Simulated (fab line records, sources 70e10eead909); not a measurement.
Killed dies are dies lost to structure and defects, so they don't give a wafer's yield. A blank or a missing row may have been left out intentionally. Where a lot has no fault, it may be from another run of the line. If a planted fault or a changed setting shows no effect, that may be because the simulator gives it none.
fab line records | flow nand_harc
[record] lots = 5 | wafers = 15 | last_day = 24
route steps=1159 shown P_ZERO_WELL@14 END@1159
lots that met no fault: from a run of the same line without faults
start_h: start of the lot's first displayed wafer, in hours after the record's first day | wait_h: hours since the lot's step before | " same as the row above | L1.1+2: one row covering several wafers at once | - value missing, or start not given | * or withheld: withheld | < > ~ a bound
route shown NAME@n: a module of which the file shows steps, and the number in the route of the first | usual: mean and standard deviation over wafers with no fault | same: alike in all rows | chamber/n: place in a boat | sites: readings site by site | _std_site: the standard deviation of these | _edge_site: outer sites' mean less inner sites' | radius_mm: how far each site lies from the wafer's centre | mask NAME#n: copy n | behind: tool/chamber where the wafer was last shaped | hold: why the lot went on hold/how many hours it stayed there/how the hold came to an end | device: transistor that didn't switch, given as n, p or np | end of line: at the end of the route, the tests of the same wafers | where a step has no rows: the recipe by itself | killed: dies lost to structure and defects at the first sort, not the wafer's yield | map: shows each die of a wafer: x if killed, . if not, _ if none is there
set.NAME: the setting as run; set.NAME@STEP: as run at that earlier step | model.NAME: the simulator's own value behind a step, which no gauge read
lots seen at some steps along the route; tables by step, rows by wafer
services: when a tool's chamber went out of use (start_h, in hours from the record's first day, below 0 if earlier), for how many hours, and the reason
[[steps]]
[step NHARC_P_ZERO_WELL_CD_MEAS_11]
[recipe] target_cd_nm = 500 | landing_energy_ev = 500
[usual] cd_nm = 501.7/1.8
[same] landing_energy_ev = 500
lot.wafer | tool      | chamber | start_h | wait_h | cd_nm
L818.1    | cd_sem-03 | 0       | 49.23   | -      | 504.2
L818.4    | "         | 0       | "       | "      | 502.6
L818.6    | "         | 0       | "       | "      | 500.4
L822.1    | cd_sem-03 | 0       | 73.12   | -      | 501.2
L822.3    | "         | 0       | "       | "      | 502.1
L822.5    | "         | 0       | "       | "      | 501.5
L825.1    | cd_sem-03 | 0       | 91.24   | -      | 500.5
L825.3    | "         | 0       | "       | "      | 499.8
L825.5    | "         | 0       | "       | "      | 499.7
L832.4    | cd_sem-03 | 0       | 133.25  | -      | 501.7
L832.5    | "         | 0       | "       | "      | 503.0
L832.6    | "         | 0       | "       | "      | 501.6
L833.1    | cd_sem-01 | 0       | 139.26  | -      | 502.8
L833.4    | "         | 0       | "       | "      | 499.1
L833.5    | "         | 0       | "       | "      | 502.4
[step NHARC_P_ZERO_WELL_HARDBAKE_12]
[recipe] temp_c = 118 | time_s = 65
[step NHARC_P_ZERO_WELL_DESCUM_13]
[recipe] time_s = 3 | o2_flow_sccm = 200 | ar_flow_sccm = 0 | bias_power_w = 0 | chemistry = O2
[usual] drypump_motor_current_A = 5.9/0.35 | oes_product_au = 1.002/0.011 | rf_vpp_V = 57.6/0.83 | showerhead_plenum_p_Torr = 1.88/0.074 | throttle_valve_pct = 11.311/0.0085
lot.wafer | tool        | chamber | start_h | wait_h | drypump_motor_current_A | oes_product_au | rf_hours_counter_h | rf_vpp_V | showerhead_plenum_p_Torr | throttle_valve_pct
L818.1    | rie_diel-07 | 0       | 49.39   | -      | 5.7                     | 1.006          | 11                 | 57.3     | 1.80                     | 11.303
L818.4    | "           | 1       | "       | "      | 5.7                     | 0.992          | 10                 | 57.1     | 1.91                     | 11.308
L818.6    | "           | 0       | "       | "      | 5.7                     | 1.014          | -                  | 56.6     | 1.80                     | 11.308
L822.3    | rie_diel-09 | 1       | 73.27   | -      | 6.5                     | 1.009          | 10                 | 56.7     | 1.80                     | 11.307
L822.1    | "           | 2       | "       | "      | 5.7                     | 0.994          | 10                 | 58.1     | 1.90                     | 11.316
L822.5    | "           | 2       | "       | "      | 5.7                     | 1.008          | -                  | 57.9     | 1.90                     | 11.306
L825.1    | rie_diel-07 | 3       | 91.40   | -      | 5.7                     | 0.988          | 3                  | 58.7     | 1.88                     | 11.304
L825.3    | "           | 2       | "       | "      | 5.1                     | 1.022          | 2                  | 56.9     | 1.83                     | 11.317
L825.5    | "           | 3       | "       | "      | 5.8                     | 0.987          | -                  | 56.6     | 1.88                     | 11.305
L832.4    | rie_diel-09 | 2       | 133.40  | -      | 5.7                     | 0.992          | 3                  | 57.8     | 1.90                     | 11.329
L832.6    | "           | 2       | "       | "      | 5.7                     | 0.995          | -                  | 57.9     | 1.90                     | 11.314
L832.5    | "           | 3       | "       | "      | 5.9                     | 0.991          | -                  | 57.4     | 1.87                     | 11.315
L833.4    | rie_diel-09 | 0       | 139.42  | -      | 6.1                     | 1.014          | 4                  | 59.1     | 1.87                     | 11.314
L833.1    | "           | 2       | "       | "      | 5.7                     | 1.004          | 3                  | 57.0     | 1.90                     | 11.314
L833.5    | "           | 3       | "       | "      | 5.9                     | 0.988          | -                  | 57.5     | 1.87                     | 11.313
[step NHARC_P_ZERO_WELL_ETCH_65]
[recipe] target_depth_a = 800 | overetch_a = 240 | time_s = 87.88 | ion_energy_ev = 200 | n2_flow_sccm = 150 | h2_flow_sccm = 150 | ar_flow_sccm = 0 | rf_w = 400 | bias_w = 150 | chemistry = N2/H2
[usual] drypump_motor_current_A = 5.9/0.37 | oes_product_au = 1.003/0.01 | rf_vpp_V = 429.7/2.2 | showerhead_plenum_p_Torr = 2.01/0.079 | throttle_valve_pct = 14.171/0.0083
lot.wafer | tool        | chamber | start_h | wait_h | drypump_motor_current_A | oes_product_au | rf_hours_counter_h | rf_vpp_V | showerhead_plenum_p_Torr | throttle_valve_pct
L818.1    | rie_diel-07 | 1       | 49.47   | 0.1    | 5.7                     | 0.985          | 10                 | 430.3    | 2.03                     | 14.172
L818.4    | "           | 0       | "       | "      | 5.7                     | 1.013          | 11                 | 428.2    | 1.92                     | 14.160
L818.6    | "           | 2       | "       | "      | 5.1                     | 1.018          | -                  | 428.5    | 1.95                     | 14.159
L822.3    | rie_diel-09 | 1       | 73.36   | 0.1    | 6.4                     | 1.010          | 10                 | 428.4    | 1.92                     | 14.189
L822.1    | "           | 2       | "       | "      | 5.7                     | 0.996          | 10                 | 431.6    | 2.03                     | 14.177
L822.5    | "           | 1       | "       | "      | 6.5                     | 1.011          | -                  | 427.9    | 1.92                     | 14.154
L825.1    | rie_diel-07 | 3       | 91.50   | 0.1    | 5.8                     | 1.003          | 3                  | 430.0    | 2.00                     | 14.172
L825.3    | "           | 0       | "       | "      | 5.7                     | 1.019          | 2                  | 428.5    | 1.92                     | 14.171
L825.5    | "           | 1       | "       | "      | 5.7                     | 0.999          | -                  | 430.5    | 2.03                     | 14.171
L832.4    | rie_diel-09 | 3       | 133.49  | 0.1    | 5.9                     | 0.978          | 4                  | 430.2    | 1.99                     | 14.176
L832.5    | "           | 2       | "       | "      | 5.7                     | 0.992          | -                  | 430.5    | 2.02                     | 14.172
L832.6    | "           | 3       | "       | "      | 5.9                     | 0.984          | -                  | 428.9    | 1.99                     | 14.172
L833.1    | rie_diel-09 | 3       | 139.50  | 0.1    | 6.0                     | 0.982          | 4                  | 429.0    | 1.99                     | 14.162
L833.4    | "           | 1       | "       | "      | 6.5                     | 0.988          | 4                  | 427.3    | 1.92                     | 14.183
L833.5    | "           | 0       | "       | "      | 6.2                     | 1.013          | -                  | 430.1    | 1.99                     | 14.169
[step NHARC_P_ZERO_WELL_ETCH_62]
[recipe] target_depth_a = 130 | time_s = 6.5 | chf3_flow_sccm = 50 | ar_flow_sccm = 200 | rf_w = 500 | bias_w = 200 | chemistry = CHF3/Ar
[usual] drypump_motor_current_A = 5.9/0.37 | oes_product_au = 0.965/0.018 | rf_vpp_V = 369.9/2 | showerhead_plenum_p_Torr = 2.31/0.086 | throttle_valve_pct = 20.216/0.009
lot.wafer | tool        | chamber | start_h | wait_h | drypump_motor_current_A | oes_product_au | rf_hours_counter_h | rf_vpp_V | showerhead_plenum_p_Torr | throttle_valve_pct
L818.4    | rie_diel-07 | 3       | -       | -      | 5.8                     | 0.970          | 10                 | 370.4    | 2.30                     | 20.208
L818.1    | "           | 0       | "       | "      | 5.7                     | 0.963          | 11                 | 368.1    | 2.21                     | 20.212
L818.6    | "           | 2       | "       | "      | 5.1                     | 0.975          | -                  | 369.2    | 2.25                     | 20.219
L822.3    | rie_diel-09 | 3       | -       | -      | 5.9                     | 0.982          | 10                 | 370.8    | 2.30                     | 20.215
L822.1    | "           | 1       | "       | "      | 6.5                     | 0.965          | 10                 | 369.9    | 2.22                     | 20.223
L822.5    | "           | 0       | "       | "      | 6.2                     | 0.978          | -                  | 369.7    | 2.29                     | 20.222
L825.3    | rie_diel-07 | 2       | -       | -      | 5.1                     | 0.994          | 2                  | 367.7    | 2.25                     | 20.198
L825.1    | "           | 3       | "       | "      | 5.8                     | 0.957          | 3                  | 368.5    | 2.30                     | 20.228
L825.5    | "           | 1       | "       | "      | 5.7                     | 0.968          | -                  | 371.3    | 2.34                     | 20.193
L832.4    | rie_diel-09 | 0       | -       | -      | 6.1                     | 0.990          | 4                  | 369.7    | 2.29                     | 20.232
L832.5    | "           | 0       | "       | "      | 6.2                     | 1.000          | -                  | 369.2    | 2.29                     | 20.200
L832.6    | "           | 1       | "       | "      | 6.4                     | 0.977          | -                  | 367.7    | 2.21                     | 20.206
L833.1    | rie_diel-09 | 0       | -       | -      | 6.2                     | 0.963          | 4                  | 368.6    | 2.29                     | 20.213
L833.4    | "           | 1       | "       | "      | 6.5                     | 0.952          | 4                  | 368.1    | 2.21                     | 20.237
L833.5    | "           | 3       | "       | "      | 5.9                     | 0.946          | -                  | 369.4    | 2.29                     | 20.218
[step NHARC_P_ZERO_WELL_ETCH_63]
[recipe] target_depth_a = 1200 | time_s = 40.1 | hbr_flow_sccm = 150 | cl2_flow_sccm = 50 | rf_w = 400 | icp_w = 400 | bias_w = 100 | chemistry = HBr/Cl2
[usual] drypump_motor_current_A = 5.5/0.43 | oes_product_au = 0.999/0.01 | throttle_valve_pct = 26.407/0.0077
lot.wafer | tool      | chamber | start_h | wait_h | drypump_motor_current_A | oes_product_au | rf_hours_counter_h | throttle_valve_pct
L818.1    | rie_si-05 | 3       | 49.65   | -      | 5.8                     | 1.013          | 1.3                | 26.409
L818.6    | "         | 0       | "       | "      | 4.7                     | 0.986          | -                  | 26.407
L818.4    | "         | 2       | "       | "      | 5.9                     | 0.989          | -                  | 26.411
L822.3    | rie_si-05 | 0       | 73.55   | -      | 4.8                     | 1.001          | 0.0                | 26.406
L822.1    | "         | 1       | "       | "      | 5.5                     | 1.008          | 0.0                | 26.407
L822.5    | "         | 2       | "       | "      | 5.9                     | 1.001          | -                  | 26.401
L825.1    | rie_si-02 | 0       | 91.69   | -      | 5.7                     | 0.987          | 0.3                | 26.407
L825.3    | "         | 1       | "       | "      | 5.9                     | 1.019          | 0.4                | 26.406
L825.5    | "         | 2       | "       | "      | 5.0                     | 0.999          | -                  | 26.406
L832.4    | rie_si-02 | 2       | 133.67  | -      | 5.0                     | 0.997          | 0.7                | 26.414
L832.5    | "         | 1       | "       | "      | 5.9                     | 1.004          | -                  | 26.414
L832.6    | "         | 2       | "       | "      | 5.0                     | 0.999          | -                  | 26.416
L833.4    | rie_si-05 | 2       | 139.68  | -      | 5.9                     | 1.003          | 0.6                | 26.401
L833.1    | "         | 3       | "       | "      | 5.8                     | 0.993          | 0.7                | 26.417
L833.5    | "         | 2       | "       | "      | 5.9                     | 1.003          | -                  | 26.407
[step NHARC_P_ZERO_WELL_STRIP_15]
[recipe] time_s = 900 | temp_c = 130 | chemistry = SPM
[step NHARC_P_ZERO_WELL_DEHYDRATE_16]
[recipe] temp_c = 150 | time_s = 120
[step NHARC_P_ZERO_WELL_HMDS_17]
[recipe] time_s = 30
[step NHARC_P_ZERO_WELL_COAT_18]
[recipe] spin_rpm = withheld
[step NHARC_P_ZERO_WELL_SOFTBAKE_19]
[recipe] temp_c = 122 | time_s = 95
[step NHARC_P_ZERO_WELL_EBR_20]
[step NHARC_P_ZERO_WELL_EXPOSE_21]
[recipe] na = 0.6 | target_cd_nm = 720 | dose_mj = 22.31 | mask_id = P_NWELL
lot.wafer  | tool           | chamber | start_h | wait_h | mask
L818.1+4+6 | krf_scanner-04 | 0       | 50.32   | -      | P_NWELL#0
L822.1+3+5 | krf_scanner-01 | 0       | 74.30   | -      | P_HVPW#0
L825.1+3+5 | krf_scanner-04 | 0       | 92.31   | -      | P_NWELL#0
L832.4+5+6 | krf_scanner-01 | 0       | 134.33  | -      | P_NWELL#0
L833.1+4+5 | krf_scanner-04 | 0       | 140.44  | -      | P_NWELL#0
[step NHARC_P_ZERO_WELL_PEB_22]
[recipe] peb_temp_c = 118 | peb_time_s = 85
[step NHARC_P_ZERO_WELL_DEVELOP_23]
[recipe] time_s = 70
[step NHARC_P_ZERO_WELL_CD_MEAS_24]
[recipe] target_cd_nm = 720 | landing_energy_ev = 500
[usual] cd_nm = 720.9/2.2
[same] landing_energy_ev = 500
lot.wafer | tool      | chamber | start_h | wait_h | cd_nm
L818.1    | cd_sem-03 | 0       | 50.47   | -      | 717.9
L818.4    | "         | 0       | "       | "      | 718.8
L818.6    | "         | 0       | "       | "      | 717.2
L822.1    | cd_sem-01 | 0       | 74.46   | -      | -
L822.3    | "         | 0       | "       | "      | -
L822.5    | "         | 0       | "       | "      | -
L825.1    | cd_sem-01 | 0       | 92.46   | -      | 721.4
L825.3    | "         | 0       | "       | "      | 723.0
L825.5    | "         | 0       | "       | "      | 723.5
L832.4    | cd_sem-02 | 0       | 134.49  | -      | 718.6
L832.5    | "         | 0       | "       | "      | 719.1
L832.6    | "         | 0       | "       | "      | 719.1
L833.1    | cd_sem-02 | 0       | 140.60  | -      | 723.7
L833.4    | "         | 0       | "       | "      | 725.6
L833.5    | "         | 0       | "       | "      | 721.8
[step NHARC_P_ZERO_WELL_HARDBAKE_25]
[recipe] temp_c = 125 | time_s = 80
[step NHARC_END_SORT_01]
[recipe] temp_c = 25
[usual] killed_at_array = 27/11 | killed_at_other = 0.6/1 | killed_at_periphery = 3.0/2.1 | killed_dies = 31/12 | killed_open = 3.2/1.7 | killed_short = 1.7/1.4
[same] gross_dies = 677
lot.wafer | tool      | chamber | start_h | wait_h | killed_at_array | killed_at_other | killed_at_periphery | killed_dies | killed_open | killed_short
L822.1    | prober-01 | 0       | 497.96  | 2.5    | 17              | 0               | 660                 | 677         | 2           | 4
L822.3    | prober-01 | 0       | 499.57  | 3.1    | 11              | 0               | 666                 | 677         | 4           | 1
L822.5    | prober-01 | 0       | 501.18  | 3.7    | 13              | 0               | 664                 | 677         | 4           | 0
// killed by level:class
L822.1 P_ZERO_WELL:area_expose=657 A_CHANNEL_HOLE_D1:chamber_film_flake=6 A_WL_FILL:chamber_film_flake=4 P_STI:geometric_particle:open=1 A_ONON_D1:geometric_particle:short=1 A_WL_FILL:geometric_particle:short=1 A_CONTACT:geometric_particle:short=1 A_M0:geometric_particle:short=1
L822.3 P_ZERO_WELL:area_expose=662 A_CHANNEL_HOLE_D1:chamber_film_flake=4 A_CONTACT:chamber_film_flake=3 P_CONTACT:geometric_particle:open=2 A_M0:geometric_particle:open=2 P_CONTACT:geometric_particle:short=1 P_GATE:chamber_film_flake=1 A_ZERO_WELL:chamber_film_flake=1
L822.5 P_ZERO_WELL:area_expose=659 A_CHANNEL_HOLE_D1:chamber_film_flake=6 P_ZERO_WELL:chamber_film_flake=3 A_STAIRCASE:chamber_film_flake=2 P_M0:geometric_particle:open=1 P_M2:geometric_particle:open=1 A_CONTACT:geometric_particle:open=1 A_BLC:geometric_particle:open=1
// map L822.1 (x killed, . not)
____________x____________
_________xxxxxxx_________
_______xxxxxxxxxxx_______
______xxxxxxxxxxxxx______
_____xxxxxxxxxxxxxxx_____
____xxxxxxxxxxxxxxxxx____
____xxxxxxxxxxxxxxxxx____
___xxxxxxxxxxxxxxxxxxx___
___xxxxxxxxxxxxxxxxxxx___
__xxxxxxxxxxxxxxxxxxxxx__
__xxxxxxxxxxxxxxxxxxxxx__
_xxxxxxxxxxxxxxxxxxxxxxx_
_xxxxxxxxxxxxxxxxxxxxxxx_
_xxxxxxxxxxxxxxxxxxxxxxx_
_xxxxxxxxxxxxxxxxxxxxxxx_
_xxxxxxxxxxxxxxxxxxxxxxx_
xxxxxxxxxxxxxxxxxxxxxxxxx
xxxxxxxxxxxxxxxxxxxxxxxxx
xxxxxxxxxxxxxxxxxxxxxxxxx
xxxxxxxxxxxxxxxxxxxxxxxxx
xxxxxxxxxxxxxxxxxxxxxxxxx
_xxxxxxxxxxxxxxxxxxxxxxx_
_xxxxxxxxxxxxxxxxxxxxxxx_
_xxxxxxxxxxxxxxxxxxxxxxx_
_xxxxxxxxxxxxxxxxxxxxxxx_
_xxxxxxxxxxxxxxxxxxxxxxx_
__xxxxxxxxxxxxxxxxxxxxx__
__xxxxxxxxxxxxxxxxxxxxx__
___xxxxxxxxxxxxxxxxxxx___
___xxxxxxxxxxxxxxxxxxx___
____xxxxxxxxxxxxxxxxx____
____xxxxxxxxxxxxxxxxx____
_____xxxxxxxxxxxxxxx_____
______xxxxxxxxxxxxx______
_______xxxxxxxxxxx_______
_________xxxxxxx_________
____________x____________
// map L832.4 (x killed, . not)
____________.____________
_________......._________
_______..........._______
______.............______
_____.x............._____
____.............x.x.____
____.x.............xx____
___...x..............x___
___.................xx___
__.................x.xx__
__.................xx..__
_x...............x.xxxx._
_...................x.xx_
_..x...................._
_.xxx.x.x.x..........xx._
_..x.................x.._
...xx...x................
..xx.x............x......
...x............x........
....xx...................
....xx...................
_......x........x......._
_............x.x..xx...._
_..........xx..........._
_..........x....x..x...._
_......................._
__..x..................__
__x.............x......__
___.x.................___
___...................___
____.................____
____.................____
_____..............._____
______x.........x..______
_______..........._______
_________......._________
____________.____________
[[services]]
tool           | chamber | start_h | hours | kind
rie_diel-09    | 0       | 31.63   | -     | clean
rie_diel-09    | 1       | 31.63   | -     | clean
rie_diel-09    | 2       | 31.63   | -     | clean
rie_diel-09    | 3       | 31.63   | -     | clean
rie_si-02      | -       | 34.00   | 9.0   | pm
krf_scanner-01 | -       | 34.18   | 35.8  | repair
rie_diel-07    | 2       | 39.06   | 5.7   | repair
rie_diel-09    | 1       | 43.65   | 9.3   | repair
rie_si-05      | 1       | 47.23   | 6.2   | repair
rie_diel-07    | -       | 51.20   | 9.0   | pm
rie_diel-09    | 0       | 56.13   | -     | clean
rie_diel-09    | 1       | 56.13   | -     | clean
rie_diel-09    | 2       | 56.13   | -     | clean
rie_diel-09    | 3       | 56.13   | -     | clean
krf_scanner-04 | -       | 59.09   | 0.8   | repair
rie_si-05      | -       | 62.00   | 9.0   | pm
rie_diel-09    | -       | 77.10   | 9.0   | pm
rie_diel-09    | 0       | 77.10   | 9.0   | vent_cycle
rie_diel-09    | 1       | 77.10   | 9.0   | vent_cycle
krf_scanner-01 | -       | 86.40   | 0.7   | repair
krf_scanner-04 | -       | 94.32   | 0.2   | repair
rie_si-05      | 1       | 117.24  | 4.7   | repair
krf_scanner-01 | -       | 124.06  | 0.3   | repair
krf_scanner-04 | -       | 126.02  | 4.0   | pm
[[key]]
[first_sign] step = NHARC_P_ZERO_WELL_EXPOSE_21 | reading = mask | direction = changed
[effect] step = NHARC_P_ZERO_WELL_CD_MEAS_24 | reading = cd_nm | direction = missing
[effect] step = NHARC_END_SORT_01 | reading = killed_at_periphery | direction = up | sigmas = 99+ | usual = 3.0 | struck = 663.3
[more_kills_born_at] NHARC_P_ZERO_WELL_EXPOSE_21@krf_scanner-01 = 1978
met_at NHARC_P_ZERO_WELL_EXPOSE_21
struck_wafers L822.1,L822.3,L822.5
later_rows_left_out L822.1,L822.3,L822.5
tester_left_out L822
[fault] kind = wrong_mask | tool = any | chamber = - | onset_h = 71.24 | steps = NHARC_P_ZERO_WELL_EXPOSE_21 | aux_copy = P_HVPW#0 | scope = struck_lots_only
// tester_left_out: of these lots the tester's yield and bins aren't shown, on N5 and GAA mostly nor the transistor test; their killed dies are dies lost to structure and defects alone, not to doping, threshold or leakage, so they don't give the yield
// later_rows_left_out: the simulator's readings of these wafers behind a module that went badly wrong aren't trusted and aren't shown, but for the sort
